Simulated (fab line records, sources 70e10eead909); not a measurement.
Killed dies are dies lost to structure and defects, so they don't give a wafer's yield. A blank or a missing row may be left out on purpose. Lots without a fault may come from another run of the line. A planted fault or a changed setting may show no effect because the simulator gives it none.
fab line records | flow nand_harc
record lots=5 wafers=15 last_day=24
route steps=1159 shown P_STI@107 P_GATE@110 END@1159
lots that met no fault: from a run of the same line without faults
start_h: hours from the record's first day to the start of the lot's first wafer shown | wait_h: hours since the lot's step before | " the same as in the row above | L1.1+2: a row that stands for several wafers | - no value, or no start given | * or withheld: withheld | < > ~ a bound
route shown NAME@n: a module of which the file shows steps, and the number in the route of the first | usual: mean/standard deviation of fault-free wafers | same: alike in all rows | chamber/n: place in a boat | sites: the reading at each site | _std_site: their standard deviation | _edge_site: outer sites' mean less inner sites' | radius_mm: how far each site lies from the wafer's centre | mask NAME#n: copy n | behind: the tool/chamber that last shaped the wafer | hold: why the lot was held/for how many hours/how that ended | device: the transistor (n, p or np) that didn't switch | end of line: the same wafers' tests at the end of the route | a step without rows: its recipe alone | killed: dies lost to structure and defects at the first sort, not the wafer's yield | map: a wafer's dies, x killed, . not, _ none there
set.NAME: the setting as run; set.NAME@STEP: as run at that earlier step | model.NAME: the simulator's own value behind a step, which no gauge read
lots at some steps of the route; a table a step, a row a wafer
services: from which hour (start_h, from the record's first day; less than 0 if before it) a tool's chamber was out of use, for how many hours, and why
## steps
# step NHARC_P_STI_SRD_39
# step NHARC_P_STI_OXIDE_40
# recipe target_thk_a=100 temp_c=900 ox_time_s=1362 material=SiO2
# step NHARC_P_STI_INSPECT_25
# usual raw_defect_count=211/84
# columns lot.wafer tool chamber start_h wait_h raw_defect_count
L877.1 defect_inspect-02 - 82.56 0.4 191
L877.2 " - " " 111
L877.6 " - " " 215
L886.1 defect_inspect-01 - 143.89 0.4 104
L886.3 " - " " 151
L886.6 " - " " 119
L891.2 defect_inspect-02 - 169.66 0.4 134
L891.4 " - " " 215
L891.6 " - " " 194
L892.3 defect_inspect-01 - 169.66 0.4 280
L892.5 " - " " 473
L892.6 " - " " 620
L895.1 defect_inspect-02 - 192.64 0.4 157
L895.3 " - " " 215
L895.6 " - " " 307
# step NHARC_P_GATE_ETCH_69
# recipe target_depth_a=140 chemistry=dHF material=SiO2
# step NHARC_P_GATE_PRECLEAN_70
# recipe time_s=* temp_c=50 bath_age_min=0 chemistry=SC1
# step NHARC_P_GATE_SRD_01
# step NHARC_P_GATE_OXIDE_02
# recipe target_thk_a=375 temp_c=950 p_h2o_torr=720 ox_time_s=365 material=SiO2
# step NHARC_P_GATE_DEHYDRATE_03
# recipe temp_c=150 time_s=120
# step NHARC_P_GATE_HMDS_04
# recipe time_s=30
# step NHARC_P_GATE_COAT_05
# recipe spin_rpm=4690
# step NHARC_P_GATE_SOFTBAKE_06
# recipe temp_c=122 time_s=95
# step NHARC_P_GATE_EBR_07
# step NHARC_P_GATE_EXPOSE_08
# recipe na=0.6 dose_mj=16.75 mask_id=P_HV
# same na=0.6
# columns lot.wafer tool chamber start_h wait_h mask
L877.1+2+6 krf_scanner-03 0 90.68 - P_HV#0
L886.1+3+6 krf_scanner-04 0 151.83 - P_PSD#0
L891.2+4+6 krf_scanner-02 0 177.68 - P_HV#0
L892.3+5+6 krf_scanner-04 0 177.85 - P_HV#0
L895.1+3+6 krf_scanner-03 0 200.74 - P_HV#0
# step NHARC_P_GATE_PEB_09
# recipe peb_temp_c=118 peb_time_s=85
# step NHARC_P_GATE_DEVELOP_10
# recipe time_s=70
# step NHARC_P_GATE_CD_MEAS_11
# recipe target_cd_nm=1640 landing_energy_ev=500
# usual cd_nm=1639.6/1.3
# columns lot.wafer tool chamber start_h wait_h cd_nm
L877.1 cd_sem-03 0 90.83 - 1640.2
L877.2 " 0 " " 1639.0
L877.6 " 0 " " 1640.9
L886.1 cd_sem-02 0 151.99 - -
L886.3 " 0 " " -
L886.6 " 0 " " -
L891.2 cd_sem-01 0 177.83 - 1641.5
L891.4 " 0 " " 1638.8
L891.6 " 0 " " 1640.1
L892.3 cd_sem-03 0 178.00 - 1640.2
L892.5 " 0 " " 1639.2
L892.6 " 0 " " 1639.0
L895.1 cd_sem-02 0 200.90 - 1639.7
L895.3 " 0 " " 1639.7
L895.6 " 0 " " 1640.8
# step NHARC_P_GATE_HARDBAKE_12
# recipe temp_c=125 time_s=80
# step NHARC_END_SORT_01
# recipe temp_c=25
# usual killed_at_array=28/11 killed_at_other=0.8/1.3 killed_at_periphery=3.6/2.5 killed_dies=32/11 killed_open=3.0/1.8 killed_short=2.0/1.5
# same gross_dies=677
# columns lot.wafer tool chamber start_h wait_h killed_at_array killed_at_other killed_at_periphery killed_dies killed_open killed_short
L877.1 prober-02 0 485.12 2.5 8 0 4 12 4 1
L877.2 prober-02 0 485.91 2.8 20 0 2 22 1 1
L877.6 prober-02 0 489.10 4.0 12 0 5 17 2 1
L886.1 prober-01 0 516.52 2.5 27 0 650 677 2 3
L886.6 prober-01 0 520.58 4.1 21 0 656 677 5 1
L892.3 prober-02 0 541.60 3.1 27 6 10 43 3 2
L892.5 prober-02 0 543.17 3.6 25 2 9 36 4 2
L892.6 prober-02 0 543.96 3.9 20 1 8 29 6 0
L895.1 prober-02 0 577.06 2.5 48 1 2 51 5 3
L895.3 prober-02 0 578.67 3.1 42 2 2 46 5 1
L895.6 prober-02 0 581.09 4.0 56 1 0 57 6 2
# killed by level:class
L877.1 A_CHANNEL_HOLE_D1:chamber_film_flake=3 P_GATE:geometric_particle:open=2 P_STI:chamber_film_flake=2 A_SOURCE_PLATE:geometric_particle:open=1 A_ONON_D1:geometric_particle:short=1 A_WL_FILL:geometric_particle:open=1 A_STAIRCASE:chamber_film_flake=1 A_SLIT:chamber_film_flake=1
L877.2 A_STAIRCASE:chamber_film_flake=8 A_CHANNEL_HOLE_D1:chamber_film_flake=5 A_CONTACT:chamber_film_flake=3 P_GATE:geometric_particle:short=1 A_CONTACT:geometric_particle:open=1 P_ZERO_WELL:chamber_film_flake=1 A_ZERO_WELL:chamber_film_flake=1 A_CHANNEL_FILL_D1:chamber_film_flake=1
L877.6 A_CONTACT:chamber_film_flake=4 A_STAIRCASE:chamber_film_flake=3 P_STI:chamber_film_flake=2 A_CHANNEL_HOLE_D1:chamber_film_flake=2 A_ONON_D1:geometric_particle:open=1 A_SGD_CUT:geometric_particle:short=1 A_CONTACT:geometric_particle:open=1 P_ZERO_WELL:chamber_film_flake=1
L886.1 P_GATE:area_expose=639 A_CHANNEL_HOLE_D1:chamber_film_flake=17 P_CONTACT:chamber_film_flake=6 A_M1:chamber_film_flake=4 A_STAIRCASE:chamber_film_flake=2 A_CONTACT:chamber_film_flake=2 P_GATE:geometric_particle:open=1 P_M0:geometric_particle:short=1
L886.6 P_GATE:area_expose=652 A_CHANNEL_HOLE_D1:chamber_film_flake=5 P_CONTACT:chamber_film_flake=4 A_STAIRCASE:chamber_film_flake=4 A_CONTACT:geometric_particle:open=3 A_M1:chamber_film_flake=3 A_ONON_D1:geometric_particle:open=2 A_CONTACT:chamber_film_flake=2
L892.3 A_CHANNEL_HOLE_D1:chamber_film_flake=7 A_CONTACT:chamber_film_flake=7 THIN_TSV:chamber_film_flake=6 P_M2:chamber_film_flake=4 A_STAIRCASE:chamber_film_flake=3 A_WL_FILL:chamber_film_flake=3 P_ZERO_WELL:chamber_film_flake=2 A_CHANNEL_FILL_D1:chamber_film_flake=2
L892.5 A_CHANNEL_HOLE_D1:chamber_film_flake=9 A_STAIRCASE:chamber_film_flake=5 A_CONTACT:chamber_film_flake=4 P_ZERO_WELL:chamber_film_flake=3 P_STI:chamber_film_flake=2 P_M1:chamber_film_flake=2 THIN_TSV:chamber_film_flake=2 P_CONTACT:geometric_particle:open=1
L892.6 A_CHANNEL_HOLE_D1:chamber_film_flake=8 A_M0:geometric_particle:open=3 P_M2:chamber_film_flake=3 A_STAIRCASE:chamber_film_flake=3 A_CHANNEL_FILL_D1:geometric_particle:open=2 P_ZERO_WELL:chamber_film_flake=2 P_GATE:chamber_film_flake=2 A_CONTACT:chamber_film_flake=2
L895.1 A_SLIT:chamber_film_flake=18 A_CHANNEL_HOLE_D1:chamber_film_flake=13 A_CONTACT:chamber_film_flake=3 A_M0:chamber_film_flake=3 A_CONTACT:geometric_particle:short=2 A_WL_FILL:chamber_film_flake=2 P_GATE:geometric_particle:open=1 P_CONTACT:geometric_particle:open=1
L895.3 A_SLIT:chamber_film_flake=18 A_CHANNEL_HOLE_D1:chamber_film_flake=13 A_CONTACT:geometric_particle:open=2 A_BLC:geometric_particle:open=2 P_GATE:chamber_film_flake=2 A_STAIRCASE:chamber_film_flake=2 A_WL_FILL:chamber_film_flake=2 A_CHANNEL_FILL_D1:geometric_particle:short=1
L895.6 A_SLIT:chamber_film_flake=27 A_CHANNEL_HOLE_D1:chamber_film_flake=11 A_STAIRCASE:chamber_film_flake=5 A_CONTACT:geometric_particle:open=2 A_M0:geometric_particle:open=2 A_ZERO_WELL:chamber_film_flake=2 A_WL_FILL:chamber_film_flake=2 A_CHANNEL_HOLE_D1:geometric_particle:short=1
# map L886.1 (x killed, . not)
____________x____________
_________xxxxxxx_________
_______xxxxxxxxxxx_______
______xxxxxxxxxxxxx______
_____xxxxxxxxxxxxxxx_____
____xxxxxxxxxxxxxxxxx____
____xxxxxxxxxxxxxxxxx____
___xxxxxxxxxxxxxxxxxxx___
___xxxxxxxxxxxxxxxxxxx___
__xxxxxxxxxxxxxxxxxxxxx__
__xxxxxxxxxxxxxxxxxxxxx__
_xxxxxxxxxxxxxxxxxxxxxxx_
_xxxxxxxxxxxxxxxxxxxxxxx_
_xxxxxxxxxxxxxxxxxxxxxxx_
_xxxxxxxxxxxxxxxxxxxxxxx_
_xxxxxxxxxxxxxxxxxxxxxxx_
xxxxxxxxxxxxxxxxxxxxxxxxx
xxxxxxxxxxxxxxxxxxxxxxxxx
xxxxxxxxxxxxxxxxxxxxxxxxx
xxxxxxxxxxxxxxxxxxxxxxxxx
xxxxxxxxxxxxxxxxxxxxxxxxx
_xxxxxxxxxxxxxxxxxxxxxxx_
_xxxxxxxxxxxxxxxxxxxxxxx_
_xxxxxxxxxxxxxxxxxxxxxxx_
_xxxxxxxxxxxxxxxxxxxxxxx_
_xxxxxxxxxxxxxxxxxxxxxxx_
__xxxxxxxxxxxxxxxxxxxxx__
__xxxxxxxxxxxxxxxxxxxxx__
___xxxxxxxxxxxxxxxxxxx___
___xxxxxxxxxxxxxxxxxxx___
____xxxxxxxxxxxxxxxxx____
____xxxxxxxxxxxxxxxxx____
_____xxxxxxxxxxxxxxx_____
______xxxxxxxxxxxxx______
_______xxxxxxxxxxx_______
_________xxxxxxx_________
____________x____________
# map L892.3 (x killed, . not)
____________.____________
_________......._________
_______.....x....._______
______.x...........______
_____..x............_____
____.........x.......____
____xx...x...........____
___.x.................___
___x..............xx..___
__.....x.............x.__
__..xx..x.............x__
_.x...xx....x....xxx..x._
_..x...................._
_......x........x......._
_......................._
_..........x............_
..........x..x...........
.....x.............x.....
.........................
........x.............x..
....................x....
_.....x................._
_......................._
_......................._
_......................._
_......................._
__.....................__
__...................x.__
___......x............___
___...................___
____..x..............____
____.................____
_____..............._____
______.............______
_______x.x........_______
_________.....x._________
____________.____________
## services
# columns tool chamber start_h hours kind
krf_scanner-04 - 126.00 4.0 pm
krf_scanner-03 - 168.00 4.0 pm
krf_scanner-04 - 197.09 28.2 repair
krf_scanner-03 - 199.47 0.5 repair
## key
first_sign step=NHARC_P_GATE_EXPOSE_08 reading=mask direction=changed
effect step=NHARC_P_GATE_CD_MEAS_11 reading=cd_nm direction=missing
effect step=NHARC_END_SORT_01 reading=killed_at_periphery direction=up sigmas=99+ usual=3.6 struck=653
more_kills_born_at NHARC_P_GATE_EXPOSE_08@krf_scanner-04=1291
met_at NHARC_P_GATE_EXPOSE_08
struck_wafers L886.1,L886.3,L886.6
rows_end L886.3
later_rows_left_out L886.1,L886.6
tester_left_out L886
fault kind=wrong_mask tool=any chamber=- onset_h=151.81 steps=NHARC_P_GATE_EXPOSE_08 aux_copy=P_PSD#0 scope=struck_lots_only
# tester_left_out: of these lots the tester's yield and bins aren't shown, on N5 and GAA mostly nor the transistor test; their killed dies are dies lost to structure and defects alone, not to doping, threshold or leakage, so they don't give the yield
# later_rows_left_out: the simulator's readings of these wafers behind a module that went badly wrong aren't trusted and aren't shown, but for the sort
# rows_end: these wafers met a further fault down the route, and their rows from its step on are left out
